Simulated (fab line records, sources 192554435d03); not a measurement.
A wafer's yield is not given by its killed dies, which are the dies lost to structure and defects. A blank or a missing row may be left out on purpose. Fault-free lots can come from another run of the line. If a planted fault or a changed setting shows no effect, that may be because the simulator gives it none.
Matching of chambers + flow n5Finfet + N5_MOL_CONTACT_COAG_ETCH_110 on rieDiel-02: 4 sister chambers
The step etches Si in CF4/O2, target depth 2.5 nm, time 8 s. 4 wafers are shown with their chamber, then 8 later ones without.

WAFERS WITH THEIR CHAMBER
| wafer  | chamber | drypumpMotorCurrentA (A) |
|--------|---------|--------------------------|
| L082.6 | 0       | 5.9                      |
| L087.5 | 1       | 5.8                      |
| L087.6 | 2       | 6.8                      |
| L089.1 | 3       | 5.4                      |

WAFERS WITH NO CHAMBER GIVEN
| wafer  | drypumpMotorCurrentA (A) |
|--------|--------------------------|
| L089.4 | 5.4                      |
| L089.6 | 6.8                      |
| L091.2 | 5.8                      |
| L091.3 | 6.8                      |
| L091.6 | 6.8                      |
| L094.1 | 6.7                      |
| L094.2 | 5.9                      |
| L094.4 | 6.7                      |

EACH ONE'S CHAMBER
| wafer  | from the rows above | in truth |
|--------|---------------------|----------|
| L089.4 | 3                   | 3        |
| L089.6 | 2                   | 2        |
| L091.2 | 1                   | 1        |
| L091.3 | 2                   | 2        |
| L091.6 | 2                   | 2        |
| L094.1 | 2                   | 2        |
| L094.2 | 0                   | 0        |
| L094.4 | 2                   | 2        |
8 of 8 placed correctly. Number that these rows cannot place: 0. Number placed wrongly: 0.
How it was worked out, from the rows above alone: a wafer's distance from a chamber is the root of the sum, over the readings, of the square of ((its reading less the chamber's mean) divided by the reading's scatter). If the next closest chamber is less than 2 further off than the closest, the wafer can't be placed; otherwise it belongs to the closest. A chamber's mean is the mean of its shown wafers. The scatter (one wafer shown for each chamber): square how far every hidden wafer sits from the nearest shown wafer, average those squares and take the square root.
